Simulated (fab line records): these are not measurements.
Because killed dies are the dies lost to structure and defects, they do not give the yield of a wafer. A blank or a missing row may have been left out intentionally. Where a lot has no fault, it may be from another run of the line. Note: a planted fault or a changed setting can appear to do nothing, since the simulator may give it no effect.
Commonality check across tools -- flow nand_harc -- 39 wafers sampled across 13 lots

WHAT PROMPTED THE OPENING
At NHARC_P_ZERO_WELL_CD_MEAS_24 the reading cd_nm is flagged on 1 of 13 lots. No-fault wafers: 718 nm, standard deviation 3.2.
Rule: a lot is flagged in two cases, either no wafer of it has a number, or all its wafers with numbers fall more than 4 standard deviations from that mean. As for the other lots, they are considered sound.

lot,measured,on,"cd_nm (nm), wafer by wafer",flag
L647,day 2 08:35,cd_sem-02,717 718 719,
L648,day 2 18:37,cd_sem-01,714 712 721,
L649,day 3 05:21,cd_sem-01,721 720 717,
L650,day 3 14:38,cd_sem-02,717 715 718,
L651,day 4 00:41,cd_sem-01,716 714 717,
L653,day 4 20:38,cd_sem-01,720 722 719,
L655,day 5 16:35,cd_sem-02,718 718 723,
L658,day 6 22:35,cd_sem-01,714 715 721,
L659,day 7 08:35,cd_sem-02,717 719 719,
L660,day 7 18:45,cd_sem-02,698 698 699,FLAGGED
L661,day 8 04:28,cd_sem-03,717 718 722,
L662,day 8 14:37,cd_sem-02,719 721 721,
L669,day 11 12:36,cd_sem-03,724 716 722,
On average the flagged lots' numbers are 698 nm, which is -20 nm against the usual, or -6 standard deviations.

WHICH TOOL RAN EACH LOT
The record holds 1 process step before the reading, out of a route of 1302 steps. Cell contents, in order: the tool; ch with the chambers the sampled wafers went through; the start.
lot,flag,NHARC_P_ZERO_WELL_EXPOSE_21
L647,,"krf_scanner-03 ch 0, day 2 08:26"
L648,,"krf_scanner-02 ch 0, day 2 18:28"
L649,,"krf_scanner-04 ch 0, day 3 05:11"
L650,,"krf_scanner-04 ch 0, day 3 14:28"
L651,,"krf_scanner-03 ch 0, day 4 00:32"
L653,,"krf_scanner-04 ch 0, day 4 20:29"
L655,,"krf_scanner-03 ch 0, day 5 16:26"
L658,,"krf_scanner-03 ch 0, day 6 22:26"
L659,,"krf_scanner-04 ch 0, day 7 08:26"
L660,FLAGGED,"krf_scanner-03 ch 0, day 7 18:36"
L661,,"krf_scanner-03 ch 0, day 8 04:19"
L662,,"krf_scanner-02 ch 0, day 8 14:27"
L669,,"krf_scanner-03 ch 0, day 11 12:26"
What is done by these steps:
- NHARC_P_ZERO_WELL_EXPOSE_21: exposes mask P NWELL, target cd 720 nm.
- NHARC_P_ZERO_WELL_CD_MEAS_24: target cd 720 nm.

FLAGGED OVER TOTAL, TOOL BY TOOL (the gauges that took the reading come last)
step,tool,lots run,flagged,share of the flagged lots,sound lots run after its first flagged lot
NHARC_P_ZERO_WELL_EXPOSE_21,krf_scanner-02,2,0,none,-
NHARC_P_ZERO_WELL_EXPOSE_21,krf_scanner-03,7,1,all,"2 (L661,L669)"
NHARC_P_ZERO_WELL_EXPOSE_21,krf_scanner-04,4,0,none,-
NHARC_P_ZERO_WELL_CD_MEAS_24,cd_sem-01,5,0,none,-
NHARC_P_ZERO_WELL_CD_MEAS_24,cd_sem-02,6,1,all,1 (L662)
NHARC_P_ZERO_WELL_CD_MEAS_24,cd_sem-03,2,0,none,-

WHAT THE TABLE ALLOWS
2 rows of the table ran every flagged lot: krf_scanner-03 at NHARC_P_ZERO_WELL_EXPOSE_21, cd_sem-02 at NHARC_P_ZERO_WELL_CD_MEAS_24.
- krf_scanner-03 at NHARC_P_ZERO_WELL_EXPOSE_21: 1 of its 7 lots flagged. Sound lots ran on it after the first flagged one (L661, L669), which a lasting fault on the whole tool wouldn't allow.
- cd_sem-02 at NHARC_P_ZERO_WELL_CD_MEAS_24: 1 of its 6 lots flagged. Sound lots ran on it after the first flagged one (L662), which a lasting fault on the whole tool wouldn't allow.
There is no row in the table that ran each flagged lot and no sound lot after the first.

WHAT THE SIMULATOR HAD PUT IN
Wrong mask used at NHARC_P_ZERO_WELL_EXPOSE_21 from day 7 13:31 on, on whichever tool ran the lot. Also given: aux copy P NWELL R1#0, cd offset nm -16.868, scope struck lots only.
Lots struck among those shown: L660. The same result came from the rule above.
